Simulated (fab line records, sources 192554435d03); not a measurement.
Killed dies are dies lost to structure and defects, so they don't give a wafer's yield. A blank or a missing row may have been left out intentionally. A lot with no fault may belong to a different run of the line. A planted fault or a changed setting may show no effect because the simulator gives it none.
fab line records -- flow n5Finfet
record lots=10, wafers=30, lastDay=18
route steps=1938 shown DUMMY_GATE@246 SD_EPI_N@272 SD_EPI_P@307 BEOL_M4@1111
lots that met no fault: taken from a fault-free run of the same line
startH: the number of hours between the record's first day and the start of the first shown wafer of the lot -- waitH: hours from the lot's prior step to this one -- " unchanged from the row above -- L1.1+2: one row covering several wafers at once -- - no value, or no start was given -- * or withheld: withheld -- < > ~ a bound
route shown NAME@n: NAME is a module with steps in the file, n the number in the route of the first one -- usual: average and standard deviation across the fault-free wafers -- same: alike in all rows -- chamber/n: place in a boat -- sites: per-site readings -- _std_site: how widely they spread, as a standard deviation -- _edge_site: outer sites' mean less inner sites' -- radiusMm: how far each site lies from the wafer's centre -- mask NAME#n: copy n -- behind: the last tool/chamber to shape the wafer -- hold: what put the lot on hold/how long, in hours/how the hold closed -- device: transistor that didn't switch, given as n, p or np -- end of line: at the end of the route, the tests of the same wafers -- a step given without rows: its recipe and nothing more -- killed: at the first sort, the dies lost to defects and structure; wafer yield is something else -- map: a wafer's dies, marking killed ones x, the rest . and places with no die _
set.NAME: setting as actually run; set.NAME@STEP: the setting as run at that earlier step -- model.NAME: the simulator's own value behind a step, which no gauge read
a sample of lots followed through the steps of the route, with each step as a table and each wafer as a row
services: the hour from which a tool's chamber was out of use, counted from the record's first day as startH (under 0 if before that day), plus the number of hours and why
## steps
# step N5_DUMMY_GATE_ETCH_32
# recipe chemistry=CF4, target=SiO2, targetDepthA=35, timeS=3.9, ionEnergyEv=350, pressureMtorr=10, icpW=800, biasW=400, cf4FlowSccm=80
# usual drypumpMotorCurrentA=5.5/0.46, oesProductAu=0.996/0.018, throttleValvePct=21.90/0.27
# same timeS=3.9
lot.wafer,tool,chamber,startH,waitH,drypumpMotorCurrentA,oesProductAu,rfHoursCounterH,throttleValvePct
L730.2,rieSi-01,0,67.11,0.1,5.0,0.987,4,21.66
L730.5,rieSi-01,0,67.11,0.1,5.0,0.993,-,21.67
L730.6,rieSi-01,1,67.11,0.1,5.6,0.967,-,21.98
L732.1,rieSi-03,3,79.71,0.1,5.9,0.990,175,21.66
L732.2,rieSi-03,2,79.71,0.1,5.3,1.030,139,21.73
L732.4,rieSi-03,1,79.71,0.1,5.8,0.965,165,22.17
L733.1,rieSi-06,2,83.65,0.1,6.5,1.017,4,21.39
L733.3,rieSi-06,0,83.65,0.1,5.4,1.000,134,21.79
L733.4,rieSi-06,3,83.65,0.1,5.6,0.964,122,22.22
L734.1,rieSi-06,3,92.85,0.1,5.5,0.968,123,22.21
L734.3,rieSi-06,0,92.85,0.1,5.4,1.003,135,21.81
L734.5,rieSi-06,2,92.85,0.1,6.5,1.039,-,21.38
L741.2,rieSi-06,0,134.56,0.1,5.4,1.000,135,21.81
L741.3,rieSi-06,1,134.56,0.1,4.8,0.995,97,22.04
L741.5,rieSi-06,2,134.56,0.1,6.5,1.017,-,21.38
L742.1,rieSi-01,3,144.06,0.1,5.8,1.020,87,21.84
L742.2,rieSi-01,0,144.06,0.1,5.0,0.994,6,21.68
L742.4,rieSi-01,2,144.06,0.1,5.7,1.007,167,22.33
L744.1,rieSi-06,2,153.00,0.1,6.5,1.014,5,21.36
L744.3,rieSi-06,3,153.00,0.1,5.5,0.971,124,22.22
L744.4,rieSi-06,0,153.00,0.1,5.4,0.995,135,21.80
L745.2,rieSi-03,0,155.64,0.1,5.1,1.011,27,21.99
L745.4,rieSi-03,3,155.64,0.1,5.9,0.992,176,21.67
L745.6,rieSi-03,0,155.64,0.1,5.1,1.020,-,22.00
L749.2,rieSi-01,1,177.90,0.1,5.6,0.982,98,21.97
L749.3,rieSi-01,2,177.90,0.1,5.8,1.002,168,22.33
L749.4,rieSi-01,0,177.90,0.1,5.0,0.993,6,21.66
L750.1,rieSi-03,1,184.91,0.1,5.8,0.959,167,22.17
L750.2,rieSi-03,0,184.91,0.1,5.1,1.023,28,22.01
L750.6,rieSi-03,3,184.91,0.1,5.9,0.987,-,21.67
# step N5_SD_EPI_N_INSPECT_11
# recipe mode=adi, inspectInstrument=macro
# usual rawDefectCount=2.1/1.4
lot.wafer,tool,chamber,startH,waitH,rawDefectCount
L730.2,defectInspect-02,-,70.02,0.0,1
L730.5,defectInspect-02,-,70.02,0.0,6
L730.6,defectInspect-02,-,70.02,0.0,2
L732.1,defectInspect-01,-,81.30,0.0,3
L732.2,defectInspect-01,-,81.30,0.0,2
L732.4,defectInspect-01,-,81.30,0.0,1
L733.1,defectInspect-01,-,85.41,0.0,3
L733.3,defectInspect-01,-,85.41,0.0,3
L733.4,defectInspect-01,-,85.41,0.0,2
L734.1,defectInspect-02,-,94.40,0.0,1
L734.3,defectInspect-02,-,94.40,0.0,1
L734.5,defectInspect-02,-,94.40,0.0,3
L741.2,defectInspect-02,-,135.99,0.0,1
L741.3,defectInspect-02,-,135.99,0.0,2
L741.5,defectInspect-02,-,135.99,0.0,4
L742.1,defectInspect-02,-,145.53,0.0,2
L742.2,defectInspect-02,-,145.53,0.0,1
L742.4,defectInspect-02,-,145.53,0.0,2
L744.1,defectInspect-02,-,154.55,0.0,0
L744.3,defectInspect-02,-,154.55,0.0,3
L744.4,defectInspect-02,-,154.55,0.0,3
L745.2,defectInspect-01,-,157.21,0.0,1
L745.4,defectInspect-01,-,157.21,0.0,5
L745.6,defectInspect-01,-,157.21,0.0,3
L749.2,defectInspect-01,-,180.70,0.0,3
L749.3,defectInspect-01,-,180.70,0.0,1
L749.4,defectInspect-01,-,180.70,0.0,1
L750.1,defectInspect-01,-,186.45,0.0,1
L750.2,defectInspect-01,-,186.45,0.0,1
L750.6,defectInspect-01,-,186.45,0.0,2
# step N5_SD_EPI_P_ETCH_36
# recipe chemistry=CF4, target=SiARC, targetDepthA=455, maskMaterial=CAR-ArF-block, timeS=75.8, ionEnergyEv=80, pressureMtorr=40, sourceW=545, biasW=36, Ar_flow_sccm=100, cf4FlowSccm=100, ends=cleared
# usual drypumpMotorCurrentA=5.9/0.5, etchRfOnTimeS=76.2/1.6, oesProductAu=0.68/0.075, rfVppV=183.8/1.1, showerheadPlenumPTorr=2.13/0.066, throttleValvePct=15.56/0.19
lot.wafer,tool,chamber,startH,waitH,drypumpMotorCurrentA,etchRfOnTimeS,oesProductAu,rfHoursCounterH,rfVppV,showerheadPlenumPTorr,throttleValvePct
L730.2,rieDiel-05,3,75.61,0.0,6.3,77.3,0.71,63,184.0,2.08,15.41
L730.5,rieDiel-05,2,75.61,0.0,6.5,75.2,0.85,-,183.3,2.12,15.47
L730.6,rieDiel-05,3,75.61,0.0,6.3,77.3,0.72,-,182.2,2.08,15.41
L732.1,rieDiel-02,0,86.56,0.0,5.0,72.4,0.62,223,182.6,2.03,15.70
L732.2,rieDiel-02,3,86.56,0.0,6.5,78.4,0.67,123,183.9,2.15,15.63
L732.4,rieDiel-02,0,86.56,0.0,5.0,73.4,0.61,-,183.2,2.03,15.71
L733.1,rieDiel-05,3,90.09,0.0,6.3,77.3,0.71,67,182.5,2.08,15.41
L733.3,rieDiel-05,0,90.09,0.0,5.4,75.4,0.62,184,185.7,2.21,15.52
L733.4,rieDiel-05,2,90.09,0.0,6.5,76.5,0.83,6,183.6,2.12,15.50
L734.1,rieDiel-05,3,101.00,0.0,6.3,78.5,0.70,70,182.8,2.08,15.43
L734.3,rieDiel-05,0,101.00,0.0,5.5,74.7,0.62,187,186.7,2.21,15.55
L734.5,rieDiel-05,2,101.00,0.0,6.5,75.7,0.83,-,182.2,2.12,15.50
L741.2,rieDiel-05,2,140.36,0.0,6.5,76.5,0.79,21,182.7,2.12,15.55
L741.3,rieDiel-05,1,140.36,0.0,5.6,74.6,0.67,125,183.4,2.07,15.49
L741.5,rieDiel-05,2,140.36,0.0,6.5,148.3,0.65,-,184.6,2.12,15.51
L742.1,rieDiel-05,2,150.35,0.0,6.4,76.4,0.78,24,184.0,2.11,15.55
L742.2,rieDiel-05,3,150.35,0.0,6.3,77.3,0.69,86,183.7,2.07,15.45
L742.4,rieDiel-05,3,150.35,0.0,6.3,152.0,0.56,-,181.6,2.07,15.46
L744.1,rieDiel-05,1,159.36,0.0,5.6,75.0,0.67,132,183.3,2.07,15.50
L744.3,rieDiel-05,2,159.36,0.0,6.5,75.6,0.78,28,183.4,2.11,15.54
L744.4,rieDiel-05,1,159.36,0.0,5.6,145.2,0.55,-,182.8,2.07,15.50
L745.2,rieDiel-04,3,162.22,0.0,5.5,75.8,0.84,4,185.4,2.28,15.13
L745.4,rieDiel-04,2,162.22,0.0,5.7,74.9,0.60,232,183.8,2.21,15.68
L745.6,rieDiel-04,0,162.22,0.0,5.4,76.5,0.57,-,183.5,2.19,16.06
L749.2,rieDiel-04,3,188.50,0.0,5.5,75.2,0.80,12,185.2,2.28,15.15
L749.3,rieDiel-04,2,188.50,0.0,5.7,74.0,0.60,240,184.1,2.20,15.68
L749.4,rieDiel-04,1,188.50,0.0,5.4,76.3,0.58,-,183.8,2.20,15.63
L750.1,rieDiel-02,1,191.46,0.0,6.2,77.8,0.82,0,182.5,2.12,15.46
L750.2,rieDiel-02,2,191.46,0.0,6.7,79.0,0.69,74,183.4,2.17,15.88
L750.6,rieDiel-02,1,191.46,0.0,6.1,77.6,0.82,-,182.7,2.12,15.48
# step N5_SD_EPI_P_EPI_MEAS_23
# recipe mode=xrd
# usual thkNm=61.0/1.2
lot.wafer,tool,chamber,startH,waitH,thkNm
L730.2,filmMetro-02,-,80.08,2.0,60.4
L730.5,filmMetro-02,-,80.08,2.0,62.5
L730.6,filmMetro-02,-,80.08,2.0,58.1
L732.1,filmMetro-01,-,91.22,2.4,62.6
L732.2,filmMetro-01,-,91.22,2.4,63.5
L732.4,filmMetro-01,-,91.22,2.4,60.2
L733.1,filmMetro-01,-,94.44,2.4,58.8
L733.3,filmMetro-01,-,94.44,2.4,59.4
L733.4,filmMetro-01,-,94.44,2.4,59.9
L734.1,filmMetro-01,-,105.35,2.4,60.9
L734.3,filmMetro-01,-,105.35,2.4,58.4
L734.5,filmMetro-01,-,105.35,2.4,60.3
L741.2,filmMetro-01,-,143.89,1.5,61.4
L741.3,filmMetro-01,-,143.89,1.5,61.5
L741.5,filmMetro-01,-,143.89,1.5,60.3
L742.1,filmMetro-01,-,153.86,1.8,59.8
L742.2,filmMetro-01,-,153.86,1.8,61.4
L742.4,filmMetro-01,-,153.86,1.8,61.8
L744.1,filmMetro-02,-,162.87,1.8,59.4
L744.3,filmMetro-02,-,162.87,1.8,58.7
L744.4,filmMetro-02,-,162.87,1.8,60.8
L745.2,filmMetro-02,-,165.73,1.5,59.6
L745.4,filmMetro-02,-,165.73,1.5,59.6
L745.6,filmMetro-02,-,165.73,1.5,60.2
L749.2,filmMetro-02,-,192.01,1.5,62.0
L749.3,filmMetro-02,-,192.01,1.5,62.7
L749.4,filmMetro-02,-,192.01,1.5,62.4
L750.1,filmMetro-01,-,194.98,1.8,62.2
L750.2,filmMetro-01,-,194.98,1.8,61.0
L750.6,filmMetro-01,-,194.98,1.8,61.2
# step N5_BEOL_M4_RC_MEAS_101
# usual DIBL_N=36.0/1.7, DIBL_P=36.0/2, IOFF_N=0.156/0.028, IOFF_P=0.21/0.04, ION_N=673/12, ION_P=463/8.3, SS_N=71.4/0.6, SS_P=73.3/0.66, VT_N=250/3, VT_P=-250/3.8
lot.wafer,tool,chamber,startH,waitH,DIBL_N[mV/V],DIBL_P[mV/V],IOFF_N[nA/um],IOFF_P[nA/um],ION_N[uA/um],ION_P[uA/um],SS_N[mV/dec],SS_P[mV/dec],VT_N[mV],VT_P[mV]
L730.2,prober-02,0,179.55,0.5,36.9,36.3,0.167,0.18,677,461,71.3,73.6,250,-254
L730.5,prober-02,0,179.55,0.5,36.9,35.9,0.153,0.18,660,448,71.9,73.7,255,-255
L730.6,prober-02,0,179.55,0.5,34.7,34.3,0.123,0.16,672,457,70.7,72.6,254,-254
L732.1,prober-01,0,190.45,0.0,34.8,33.7,0.118,0.18,652,454,71.3,73.1,255,-252
L732.2,prober-01,0,190.45,0.0,37.8,38.1,0.169,0.24,669,465,72.4,73.7,250,-246
L732.4,prober-01,0,190.45,0.0,35.3,34.2,0.136,0.18,672,463,71.1,72.9,250,-252
L733.1,prober-02,0,203.34,0.0,39.3,39.6,0.205,0.27,676,471,72.0,75.0,248,-247
L733.3,prober-02,0,203.34,0.0,36.9,36.2,0.154,0.21,662,456,71.2,74.1,254,-253
L733.4,prober-02,0,203.34,0.0,38.1,36.6,0.160,0.21,662,455,71.5,74.0,254,-254
L734.1,prober-01,0,209.48,0.1,36.7,35.6,0.160,0.20,682,462,72.3,72.7,249,-252
L734.3,prober-01,0,209.48,0.1,38.2,37.2,0.192,0.23,669,458,71.8,73.3,245,-249
L734.5,prober-01,0,209.48,0.1,37.4,36.1,0.167,0.21,680,463,71.4,73.8,247,-249
L741.2,prober-01,0,245.12,0.2,35.5,34.7,0.141,0.20,656,460,70.8,73.3,254,-251
L741.3,prober-01,0,245.12,0.2,37.3,36.9,0.182,0.23,684,472,71.4,72.7,249,-248
L741.5,prober-01,0,245.12,0.2,37.1,37.1,0.174,0.24,688,467,71.6,73.9,249,-248
L742.1,prober-02,0,254.02,0.0,38.0,39.2,0.202,0.22,691,464,72.0,74.4,245,-251
L742.2,prober-02,0,254.02,0.0,36.2,36.7,0.174,0.19,681,458,71.3,73.9,248,-252
L742.4,prober-02,0,254.02,0.0,33.9,34.5,0.133,0.16,667,457,70.4,73.4,251,-256
L744.1,prober-02,0,274.15,0.0,38.8,38.5,0.179,0.24,675,463,71.9,73.6,249,-250
L744.3,prober-02,0,274.15,0.0,37.1,36.2,0.156,0.22,687,470,71.3,72.2,248,-248
L744.4,prober-02,0,274.15,0.0,37.9,36.2,0.163,0.22,672,460,71.2,72.9,251,-249
L745.2,prober-01,0,275.87,0.2,34.1,35.3,0.130,0.16,660,447,71.4,72.9,252,-257
L745.4,prober-01,0,275.87,0.2,33.2,33.7,0.116,0.15,672,451,71.2,72.9,251,-256
L745.6,prober-01,0,275.87,0.2,32.0,32.7,0.098,0.13,652,450,70.7,72.6,257,-257
L749.2,prober-01,0,298.67,0.2,35.1,35.2,0.132,0.16,676,463,70.9,72.4,251,-254
L749.3,prober-01,0,298.67,0.2,36.1,36.0,0.156,0.18,674,461,71.5,73.2,250,-256
L749.4,prober-01,0,298.67,0.2,35.9,36.8,0.150,0.19,680,462,71.0,72.9,251,-253
L750.1,prober-02,0,312.58,0.0,36.8,37.8,0.184,0.23,694,471,71.0,73.2,246,-249
L750.2,prober-02,0,312.58,0.0,36.1,37.0,0.167,0.21,684,464,71.1,72.9,248,-251
L750.6,prober-02,0,312.58,0.0,36.3,36.7,0.166,0.21,680,459,71.8,73.4,247,-253
## services
tool,chamber,startH,hours,kind
rieSi-03,-,43.24,14.6,pm
rieDiel-05,2,46.82,-,clean
rieDiel-05,2,46.82,-,consumableReplace:focusRing
rieDiel-05,2,46.82,21.5,scheduledDown
rieDiel-05,2,46.82,21.5,ventCycle
rieDiel-05,1,55.66,1.7,repair
rieSi-06,-,56.52,14.6,pm
rieSi-06,-,75.64,0.1,repair
rieDiel-05,-,77.98,2.8,pm
rieDiel-02,2,84.27,3.8,repair
rieSi-06,-,93.60,2.1,repair
rieDiel-04,3,136.00,-,clean
rieDiel-04,3,136.00,-,consumableReplace:focusRing
rieDiel-04,3,136.00,-,consumableReplace:showerhead
rieDiel-04,3,136.00,14.5,scheduledDown
rieDiel-04,3,136.00,14.5,ventCycle
rieSi-03,3,138.95,7.1,repair
rieDiel-04,1,142.41,4.1,repair
rieDiel-05,0,149.93,9.9,repair
rieDiel-02,1,158.69,-,clean
rieDiel-02,1,158.69,-,consumableReplace:focusRing
rieDiel-02,1,158.69,32.3,scheduledDown
rieDiel-02,1,158.69,32.3,ventCycle
rieSi-03,1,165.83,4.1,repair
## key
firstSign step=N5_SD_EPI_P_ETCH_36, reading=etchRfOnTimeS, direction=up, sigmas=44, usual=*, struck=*
effect none on later readings
metAt N5_SD_EPI_P_ETCH_36
struckLots L741,L742,L744
struckWafers L741.5,L742.4,L744.4
notActingAt N5_DUMMY_GATE_ETCH_32,N5_SD_EPI_N_INSPECT_11,N5_SD_EPI_P_EPI_MEAS_23
onsetBetween 101.00 140.36
fault kind=processParameterDrift, tool=rieDiel-05, chamber=-, onsetH=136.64, steps=N5_SD_EPI_P_ETCH_36, channel=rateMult, offset=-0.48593, shape=step, endH=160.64, scope=struckWafersOnly
